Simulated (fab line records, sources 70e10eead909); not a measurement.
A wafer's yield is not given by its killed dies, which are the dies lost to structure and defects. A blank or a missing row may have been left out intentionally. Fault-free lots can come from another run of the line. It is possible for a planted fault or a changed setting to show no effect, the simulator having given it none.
fab line records + flow nand_harc
record:
- lots: 5
- wafers: 15
- last_day: 33
route steps=1302 shown P_CONTACT@226 END@1302
lots that met no fault: taken from a fault-free run of the same line
start_h: start of the lot's first displayed wafer, in hours after the record's first day + wait_h: hours elapsed since this lot's preceding step + " identical to the entry in the row above + L1.1+2: a row that stands for several wafers + - no value present, or no start provided + * or withheld: withheld + < > ~ a bound
route shown NAME@n: a module of which the file shows steps, and the number in the route of the first + usual: the fault-free wafers' mean and standard deviation + same: alike in all rows + chamber/n: place in a boat + sites: the reading at each site + _std_site: the values' standard deviation + _edge_site: outer sites' mean less inner sites' + radius_mm: how far each site lies from the wafer's centre + mask NAME#n: copy n + behind: the most recent tool/chamber to have shaped the wafer + hold: why the lot went on hold/how many hours it stayed there/how the hold came to an end + device: which transistor (n, p or np) failed to switch + end of line: the same wafers' tests at the end of the route + a step with no rows: only its recipe + killed: dies that structure and defects cost at the first sort, which is not the same as the wafer's yield + map: per-die view of a wafer (x killed, . not killed, _ where there is no die)
set.NAME: the setting that was run; set.NAME@STEP: the one run at that earlier step + model.NAME: the simulator's own value behind a step, which no gauge read
certain route steps with their lots: each step a table, each wafer a row
services: the hour from which a tool's chamber was out of use, counted from the record's first day as start_h (under 0 if before that day), plus the number of hours and why
== steps ==
step: NHARC_P_CONTACT_COAT_06
recipe:
- spin_rpm: 1500
- resist_thk_nm: 90
step: NHARC_P_CONTACT_SOFTBAKE_07
recipe:
- temp_c: 105
- time_s: 55
step: NHARC_P_CONTACT_EBR_08
step: NHARC_P_CONTACT_EXPOSE_09
recipe:
- na: 1.35
- target_cd_nm: 90
- dose_mj: 81.26
- mask_id: P_CA
step: NHARC_P_CONTACT_PEB_10
recipe:
- peb_temp_c: 100
- peb_time_s: 65
step: NHARC_P_CONTACT_DEVELOP_11
recipe:
- develop_time_s: 35
- dev_temp_c: 23
step: NHARC_P_CONTACT_CD_MEAS_12
recipe:
- target_cd_nm: 90
- landing_energy_ev: 500
usual:
- cd_nm: 89.6/0.59
| lot.wafer | tool      | chamber | start_h | wait_h | cd_nm |
|-----------|-----------|---------|---------|--------|-------|
| L463.3    | cd_sem-01 | 0       | 121.20  | -      | 89.4  |
| L463.4    | "         | 0       | "       | "      | 88.8  |
| L463.5    | "         | 0       | "       | "      | 89.8  |
| L467.1    | cd_sem-03 | 0       | 167.11  | -      | 89.3  |
| L467.3    | "         | 0       | "       | "      | 89.4  |
| L467.6    | "         | 0       | "       | "      | 89.6  |
| L475.2    | cd_sem-03 | 0       | 246.16  | -      | 88.8  |
| L475.3    | "         | 0       | "       | "      | 88.5  |
| L475.5    | "         | 0       | "       | "      | 89.4  |
| L481.3    | cd_sem-03 | 0       | 303.57  | -      | 88.8  |
| L481.5    | "         | 0       | "       | "      | 89.9  |
| L481.6    | "         | 0       | "       | "      | 89.6  |
| L484.1    | cd_sem-02 | 0       | 337.64  | -      | 90.4  |
| L484.4    | "         | 0       | "       | "      | 90.6  |
| L484.5    | "         | 0       | "       | "      | 89.1  |
step: NHARC_P_CONTACT_OVL_MEAS_13
usual:
- overlay_x_nm: 0.1/0.81
- overlay_y_nm: -0.2/0.72
| lot.wafer | tool       | chamber | start_h | wait_h | overlay_x_nm | overlay_y_nm |
|-----------|------------|---------|---------|--------|--------------|--------------|
| L463.3    | overlay-02 | -       | 121.29  | -      | 1.0          | -0.4         |
| L463.4    | "          | -       | "       | "      | 0.5          | -0.7         |
| L463.5    | "          | -       | "       | "      | 0.4          | -0.4         |
| L467.1    | overlay-01 | -       | 167.20  | -      | -0.5         | 0.2          |
| L467.3    | "          | -       | "       | "      | -0.7         | 1.0          |
| L467.6    | "          | -       | "       | "      | -0.3         | 0.7          |
| L475.2    | overlay-02 | -       | 246.25  | -      | -0.7         | 0.7          |
| L475.3    | "          | -       | "       | "      | -0.3         | 1.0          |
| L475.5    | "          | -       | "       | "      | -1.0         | 1.2          |
| L481.3    | overlay-01 | -       | 303.67  | -      | 0.9          | -0.3         |
| L481.5    | "          | -       | "       | "      | 1.1          | -0.5         |
| L481.6    | "          | -       | "       | "      | 0.6          | -0.3         |
| L484.1    | overlay-01 | -       | 337.73  | -      | -0.5         | -0.3         |
| L484.4    | "          | -       | "       | "      | -0.9         | -0.4         |
| L484.5    | "          | -       | "       | "      | -0.2         | 0.0          |
step: NHARC_P_CONTACT_INSPECT_14
usual:
- raw_defect_count: 4.1/2.1
| lot.wafer | tool              | chamber | start_h | wait_h | raw_defect_count |
|-----------|-------------------|---------|---------|--------|------------------|
| L463.3    | defect_inspect-01 | -       | 121.32  | 0.0    | 6                |
| L463.4    | "                 | -       | "       | "      | 4                |
| L463.5    | "                 | -       | "       | "      | 0                |
| L467.1    | defect_inspect-02 | -       | 167.23  | 0.0    | 4                |
| L467.3    | "                 | -       | "       | "      | 2                |
| L467.6    | "                 | -       | "       | "      | 5                |
| L475.2    | defect_inspect-02 | -       | 246.28  | 0.0    | 4                |
| L475.3    | "                 | -       | "       | "      | 4                |
| L475.5    | "                 | -       | "       | "      | 8                |
| L481.3    | defect_inspect-02 | -       | 303.70  | 0.0    | 3                |
| L481.5    | "                 | -       | "       | "      | 4                |
| L481.6    | "                 | -       | "       | "      | 2                |
| L484.1    | defect_inspect-01 | -       | 337.76  | 0.0    | 2                |
| L484.4    | "                 | -       | "       | "      | 4                |
| L484.5    | "                 | -       | "       | "      | 1                |
step: NHARC_P_CONTACT_DESCUM_17
recipe:
- time_s: 3
- o2_flow_sccm: 200
- ar_flow_sccm: 0
- bias_power_w: 0
- chemistry: O2
usual:
- drypump_motor_current_A: 5.9/0.5
- oes_product_au: 1.003/0.0098
- rf_vpp_V: 57.7/0.87
- showerhead_plenum_p_Torr: 1.92/0.092
- throttle_valve_pct: 11.311/0.01
| lot.wafer | tool        | chamber | start_h | wait_h | drypump_motor_current_A | oes_product_au | rf_hours_counter_h | rf_vpp_V | showerhead_plenum_p_Torr | throttle_valve_pct |
|-----------|-------------|---------|---------|--------|-------------------------|----------------|--------------------|----------|--------------------------|--------------------|
| L463.3    | rie_diel-03 | 2       | 121.38  | 0.1    | 5.3                     | 1.005          | 0.1                | 58.4     | 1.93                     | 11.308             |
| L463.4    | "           | 1       | "       | "      | 6.0                     | 0.998          | 0.1                | 57.6     | 1.91                     | 11.321             |
| L463.5    | "           | 2       | "       | "      | 5.3                     | 1.002          | -                  | 58.9     | 1.93                     | 11.303             |
| L467.3    | rie_diel-03 | 3       | 167.30  | 0.1    | 6.5                     | 1.004          | 1.1                | 57.0     | 2.06                     | 11.306             |
| L467.1    | "           | 0       | "       | "      | 5.3                     | 1.014          | 1.3                | 58.1     | 1.97                     | 11.311             |
| L467.6    | "           | 2       | "       | "      | 5.3                     | 0.990          | -                  | 57.9     | 1.93                     | 11.327             |
| L475.2    | rie_diel-03 | 2       | 246.34  | 0.1    | 5.3                     | 1.016          | 3.6                | 58.8     | 1.93                     | 11.303             |
| L475.3    | "           | 1       | "       | "      | 6.0                     | 1.013          | 3.8                | 58.0     | 1.91                     | 11.298             |
| L475.5    | "           | 2       | "       | "      | 5.3                     | 1.007          | -                  | 57.4     | 1.93                     | 11.317             |
| L481.3    | rie_diel-07 | 1       | 303.79  | 0.1    | 4.8                     | 0.983          | 0                  | 57.3     | 1.80                     | 11.323             |
| L481.6    | "           | 2       | "       | "      | 6.2                     | 1.021          | -                  | 57.4     | 2.04                     | 11.313             |
| L481.5    | "           | 3       | "       | "      | 6.1                     | 1.007          | -                  | 57.0     | 2.03                     | 11.308             |
| L484.4    | rie_diel-13 | 0       | 337.83  | 0.1    | 5.8                     | 1.008          | 4.4                | 58.5     | 1.90                     | 11.310             |
| L484.1    | "           | 2       | "       | "      | 6.1                     | 1.000          | 3.8                | 58.4     | 1.93                     | 11.295             |
| L484.5    | "           | 1       | "       | "      | 6.3                     | 0.993          | -                  | 57.9     | 1.84                     | 11.333             |
step: NHARC_P_CONTACT_ETCH_35
recipe:
- target_depth_a: 390
- over_etch_frac: 0.3
- time_s: 65
- ion_energy_ev: 80
- cf4_flow_sccm: 150
- ar_flow_sccm: 0
- rf_w: 300
- bias_w: 100
- chemistry: CF4
usual:
- drypump_motor_current_A: 5.9/0.5
- oes_product_au: 1.003/0.011
- rf_vpp_V: 151.3/1.3
- run_length_s: 86.3/0.42
- showerhead_plenum_p_Torr: 1.77/0.077
- throttle_valve_pct: 13.283/0.0083
same:
- over_etch_frac: 0.3
| lot.wafer | tool        | chamber | start_h | wait_h | drypump_motor_current_A | oes_product_au | rf_hours_counter_h | rf_vpp_V | run_length_s | showerhead_plenum_p_Torr | throttle_valve_pct |
|-----------|-------------|---------|---------|--------|-------------------------|----------------|--------------------|----------|--------------|--------------------------|--------------------|
| L463.3    | rie_diel-03 | 1       | 121.48  | 0.1    | 6.0                     | 1.002          | 0.1                | 150.9    | 86.2         | 1.77                     | 13.283             |
| L463.4    | "           | 2       | "       | "      | 5.3                     | 1.001          | 0.1                | 150.6    | 85.9         | 1.79                     | 13.303             |
| L463.5    | "           | 1       | "       | "      | 6.0                     | 1.003          | -                  | 151.3    | 87.0         | 1.77                     | 13.286             |
| L467.3    | rie_diel-03 | 3       | 167.39  | 0.1    | 6.5                     | 1.014          | 1.1                | 153.6    | 85.8         | 1.90                     | 13.296             |
| L467.1    | "           | 0       | "       | "      | 5.3                     | 1.022          | 1.3                | 152.1    | 86.1         | 1.81                     | 13.273             |
| L467.6    | "           | 2       | "       | "      | 5.3                     | 1.004          | -                  | 151.9    | 86.4         | 1.79                     | 13.283             |
| L475.3    | rie_diel-03 | 1       | 246.43  | 0.1    | 6.0                     | 1.009          | 3.8                | 150.6    | 86.5         | 1.77                     | 13.269             |
| L475.2    | "           | 2       | "       | "      | 5.3                     | 1.009          | 3.6                | 150.8    | 85.9         | 1.78                     | 13.289             |
| L475.5    | "           | 1       | "       | "      | 6.0                     | 1.006          | -                  | 151.2    | 86.1         | 1.77                     | 13.273             |
| L481.3    | rie_diel-07 | 3       | 303.87  | 0.1    | 6.2                     | 1.006          | 0.0                | 152.0    | 86.8         | 1.87                     | 13.285             |
| L481.5    | "           | 0       | "       | "      | 5.9                     | 1.014          | -                  | 149.1    | 86.9         | 1.65                     | 13.276             |
| L481.6    | "           | 1       | "       | "      | 4.8                     | 0.991          | -                  | 148.7    | 85.8         | 1.67                     | 13.283             |
| L484.1    | rie_diel-13 | 3       | 337.92  | 0.1    | 6.5                     | 0.993          | 4.0                | 149.4    | 85.9         | 1.66                     | 13.285             |
| L484.4    | "           | 0       | "       | "      | 5.7                     | 1.000          | 4.4                | 150.3    | 86.5         | 1.76                     | 13.285             |
| L484.5    | "           | 1       | "       | "      | 6.4                     | 0.994          | -                  | 151.1    | 87.1         | 1.70                     | 13.278             |
step: NHARC_P_CONTACT_ETCH_36
recipe:
- target_depth_a: 2600
- over_etch_frac: 0.25
- time_s: 406.25
- ion_energy_ev: 200
- n2_flow_sccm: 150
- h2_flow_sccm: 150
- ar_flow_sccm: 0
- rf_w: 400
- bias_w: 150
- chemistry: N2/H2
usual:
- drypump_motor_current_A: 5.9/0.5
- oes_product_au: 1.002/0.012
- rf_vpp_V: 430.5/3
- run_length_s: 427.5/0.41
- showerhead_plenum_p_Torr: 2.04/0.1
- throttle_valve_pct: 14.172/0.0096
same:
- over_etch_frac: 0.25
| lot.wafer | tool        | chamber | start_h | wait_h | drypump_motor_current_A | oes_product_au | rf_hours_counter_h | rf_vpp_V | run_length_s | showerhead_plenum_p_Torr | throttle_valve_pct |
|-----------|-------------|---------|---------|--------|-------------------------|----------------|--------------------|----------|--------------|--------------------------|--------------------|
| L463.3    | rie_diel-03 | 1       | -       | -      | 6.0                     | 1.011          | 0.2                | 430.4    | 427.9        | 2.04                     | 14.175             |
| L463.4    | "           | 0       | "       | "      | 5.3                     | 1.010          | 0.1                | 432.6    | 427.4        | 2.10                     | 14.158             |
| L463.5    | "           | 1       | "       | "      | 6.0                     | 1.007          | -                  | 430.2    | 427.5        | 2.04                     | 14.180             |
| L467.3    | rie_diel-03 | 0       | -       | -      | 5.3                     | 1.008          | 1.4                | 432.8    | 427.3        | 2.10                     | 14.173             |
| L467.1    | "           | 1       | "       | "      | 6.0                     | 0.998          | 1.5                | 431.0    | 427.6        | 2.04                     | 14.158             |
| L467.6    | "           | 0       | "       | "      | 5.3                     | 1.020          | -                  | 432.1    | 427.1        | 2.10                     | 14.200             |
| L475.3    | rie_diel-03 | 2       | -       | -      | 5.3                     | 1.006          | 3.7                | 430.8    | 427.0        | 2.06                     | 14.170             |
| L475.2    | "           | 0       | "       | "      | 5.3                     | 1.013          | 3.5                | 431.5    | 427.0        | 2.10                     | 14.159             |
| L475.5    | "           | 3       | "       | "      | 6.5                     | 1.003          | -                  | 435.3    | 427.1        | 2.20                     | 14.170             |
| L481.3    | rie_diel-07 | 3       | -       | -      | 6.2                     | 1.019          | 0.1                | 434.5    | 428.1        | 2.17                     | 14.157             |
| L481.6    | "           | 1       | "       | "      | 4.8                     | 0.997          | -                  | 427.7    | 427.4        | 1.92                     | 14.153             |
| L481.5    | "           | 2       | "       | "      | 6.2                     | 1.015          | -                  | 435.7    | 427.2        | 2.18                     | 14.176             |
| L484.1    | rie_diel-13 | 3       | -       | -      | 6.5                     | 0.995          | 4.1                | 426.1    | 427.0        | 1.90                     | 14.184             |
| L484.4    | "           | 0       | "       | "      | 5.8                     | 1.000          | 4.5                | 429.2    | 427.4        | 2.03                     | 14.182             |
| L484.5    | "           | 2       | "       | "      | 6.1                     | 0.998          | -                  | 431.2    | 427.5        | 2.06                     | 14.178             |
step: NHARC_P_CONTACT_ETCH_18
recipe:
- target_depth_a: 4810
- time_s: 240.5
- c4f8_flow_sccm: 20
- o2_flow_sccm: 10
- ar_flow_sccm: withheld
- rf_w: 600
- bias_w: 1500
- chemistry: C4F8/O2/Ar
usual:
- oes_product_au: 0.964/0.018
- rf_vpp_V: 978/6.4
- run_length_s: 261.7/0.43
| lot.wafer | tool        | chamber | start_h | wait_h | oes_product_au | rf_hours_counter_h | rf_vpp_V | run_length_s |
|-----------|-------------|---------|---------|--------|----------------|--------------------|----------|--------------|
| L463.3    | rie_diel-03 | 0       | 121.88  | -      | 0.982          | 0.2                | 982      | 261.2        |
| L463.4    | "           | 1       | "       | "      | 0.975          | 0.4                | 978      | 261.9        |
| L463.5    | "           | 0       | "       | "      | 0.983          | -                  | 983      | 261.6        |
| L467.3    | rie_diel-03 | 1       | 167.81  | -      | 0.975          | 1.6                | 977      | 262.6        |
| L467.1    | "           | 2       | "       | "      | 0.956          | 1.6                | 979      | 261.2        |
| L467.6    | "           | 3       | "       | "      | 0.958          | -                  | 989      | 261.4        |
| L475.2    | rie_diel-03 | 3       | 246.82  | -      | 0.948          | 3.6                | 990      | 197.2        |
| L475.3    | "           | 0       | "       | "      | 0.967          | 3.6                | 982      | 261.3        |
| L475.5    | "           | 0       | "       | "      | 0.972          | -                  | 983      | 261.3        |
| L481.3    | rie_diel-07 | 1       | 304.28  | -      | 0.969          | 0.3                | 968      | 261.4        |
| L481.6    | "           | 3       | "       | "      | 0.963          | -                  | 987      | 262.3        |
| L481.5    | "           | 0       | "       | "      | 0.984          | -                  | 969      | 262.1        |
| L484.1    | rie_diel-13 | 2       | 338.30  | -      | 0.975          | 4.1                | 980      | 261.7        |
| L484.4    | "           | 0       | "       | "      | 0.966          | 4.6                | 976      | 261.9        |
| L484.5    | "           | 2       | "       | "      | 0.981          | -                  | 979      | 261.6        |
step: NHARC_P_CONTACT_STRIP_37
recipe:
- c4f8_flow_sccm: withheld
- o2_flow_sccm: 8
- ar_flow_sccm: withheld
- bias_w: 0
- chemistry: C4F8/O2/Ar
step: NHARC_END_SORT_01
recipe:
- temp_c: 25
usual:
- killed_at_array: 61/26
- killed_at_other: 0.8/1.1
- killed_at_periphery: 4.0/2.6
- killed_dies: 66/26
- killed_open: 3.1/1.7
- killed_short: 2.5/1.5
same:
- gross_dies: 677
| lot.wafer | tool      | chamber | start_h | wait_h | killed_at_array | killed_at_other | killed_at_periphery | killed_dies | killed_open | killed_short |
|-----------|-----------|---------|---------|--------|-----------------|-----------------|---------------------|-------------|-------------|--------------|
| L475.2    | prober-01 | 0       | 690.74  | 2.8    | 48              | 0               | 629                 | 677         | 4           | 2            |
killed by level:class
L475.2 P_CONTACT:area_etch=627 A_CHANNEL_HOLE_D1:chamber_film_flake=35 A_CHANNEL_FILL_D2:chamber_film_flake=2 A_SLIT:chamber_film_flake=2 P_GATE:geometric_particle:open=1 P_M0:geometric_particle:open=1 A_DECK1_JOINT:geometric_particle:short=1 A_WL_FILL:geometric_particle:short=1
map L475.2 (x killed, . not)
____________x____________
_________xxxxxxx_________
_______xxxxxxxxxxx_______
______xxxxxxxxxxxxx______
_____xxxxxxxxxxxxxxx_____
____xxxxxxxxxxxxxxxxx____
____xxxxxxxxxxxxxxxxx____
___xxxxxxxxxxxxxxxxxxx___
___xxxxxxxxxxxxxxxxxxx___
__xxxxxxxxxxxxxxxxxxxxx__
__xxxxxxxxxxxxxxxxxxxxx__
_xxxxxxxxxxxxxxxxxxxxxxx_
_xxxxxxxxxxxxxxxxxxxxxxx_
_xxxxxxxxxxxxxxxxxxxxxxx_
_xxxxxxxxxxxxxxxxxxxxxxx_
_xxxxxxxxxxxxxxxxxxxxxxx_
xxxxxxxxxxxxxxxxxxxxxxxxx
xxxxxxxxxxxxxxxxxxxxxxxxx
xxxxxxxxxxxxxxxxxxxxxxxxx
xxxxxxxxxxxxxxxxxxxxxxxxx
xxxxxxxxxxxxxxxxxxxxxxxxx
_xxxxxxxxxxxxxxxxxxxxxxx_
_xxxxxxxxxxxxxxxxxxxxxxx_
_xxxxxxxxxxxxxxxxxxxxxxx_
_xxxxxxxxxxxxxxxxxxxxxxx_
_xxxxxxxxxxxxxxxxxxxxxxx_
__xxxxxxxxxxxxxxxxxxxxx__
__xxxxxxxxxxxxxxxxxxxxx__
___xxxxxxxxxxxxxxxxxxx___
___xxxxxxxxxxxxxxxxxxx___
____xxxxxxxxxxxxxxxxx____
____xxxxxxxxxxxxxxxxx____
_____xxxxxxxxxxxxxxx_____
______xxxxxxxxxxxxx______
_______xxxxxxxxxxx_______
_________xxxxxxx_________
____________x____________
map L467.6 (x killed, . not)
____________.____________
_________....x.._________
_______..........._______
______.............______
_____..............._____
____.................____
____......x..........____
___...................___
___.....x.........x...___
__..x......x...........__
__.......x.............__
_........x.............._
_.......x..............._
_....x....x........x...._
_......................._
_...x...............x..._
..x................x.....
.........................
.................x.......
.............x...........
..............x.x........
_...........xx.x.x......_
_.............xx........_
_....x......xxxxx......._
_.............xxx......._
_.x.........xx.xxx......_
__...........x.........__
__...x.......xx.xx.....__
___...........x.......___
___...................___
____.................____
____.................____
_____..............._____
______.............______
_______..........._______
_________......._________
____________.____________
== services ==
| tool        | chamber | start_h | hours | kind       |
|-------------|---------|---------|-------|------------|
| rie_diel-03 | -       | 104.30  | 9.0   | pm         |
| rie_diel-03 | 0       | 104.30  | 9.0   | vent_cycle |
| rie_diel-03 | 1       | 104.30  | 9.0   | vent_cycle |
| rie_diel-03 | 2       | 104.30  | 9.0   | vent_cycle |
| rie_diel-03 | 3       | 104.30  | 9.0   | vent_cycle |
| rie_diel-13 | 0       | 107.73  | 15.5  | repair     |
| rie_diel-07 | 2       | 117.14  | 5.9   | repair     |
| rie_diel-07 | -       | 117.20  | 9.0   | pm         |
| rie_diel-03 | 3       | 129.58  | 4.5   | repair     |
| rie_diel-07 | 2       | 131.06  | 35.1  | repair     |
| rie_diel-07 | 3       | 146.32  | 6.7   | repair     |
| rie_diel-13 | 2       | 164.65  | 5.0   | repair     |
| rie_diel-13 | -       | 165.00  | 9.0   | pm         |
| rie_diel-13 | 2       | 179.09  | 7.3   | repair     |
| rie_diel-03 | 2       | 184.09  | 4.3   | repair     |
| rie_diel-07 | 2       | 184.54  | 11.3  | repair     |
| rie_diel-07 | 2       | 210.74  | 13.1  | repair     |
| rie_diel-03 | 0       | 223.08  | 5.4   | repair     |
| rie_diel-13 | 3       | 228.61  | 31.7  | repair     |
| rie_diel-03 | 2       | 258.87  | 4.8   | repair     |
| rie_diel-03 | -       | 281.30  | 9.0   | pm         |
| rie_diel-07 | -       | 294.20  | 9.0   | pm         |
| rie_diel-03 | -       | 294.67  | 1.5   | repair     |
| rie_diel-03 | 2       | 332.04  | 8.3   | repair     |
== key ==
first_sign:
- step: NHARC_P_CONTACT_ETCH_18
- reading: run_length_s
- direction: down
- sigmas: 99+
- usual: *
- struck: *
effect:
- step: NHARC_END_SORT_01
- reading: killed_at_periphery
- direction: up
- sigmas: 99+
- usual: 4.0
- struck: 629
more_kills_born_at:
- NHARC_P_CONTACT_ETCH_18@rie_diel-03: 627
met_at NHARC_P_CONTACT_ETCH_18
struck_wafers L475.2
later_rows_left_out L475.2
tester_left_out L475
onset_between 167.81 246.82
fault:
- kind: process_parameter_drift
- tool: rie_diel-03
- chamber: 3
- onset_h: 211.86
- steps: NHARC_P_CONTACT_ETCH_18
- channel: time_s
- offset: *
- shape: step
- end_h: 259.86
- acts_in: *
- stated: *
tester_left_out: of these lots the tester's yield and bins aren't shown, on N5 and GAA mostly nor the transistor test; their killed dies are dies lost to structure and defects alone, not to doping, threshold or leakage, so they don't give the yield
later_rows_left_out: the simulator's readings of these wafers behind a module that went badly wrong aren't trusted and aren't shown, but for the sort
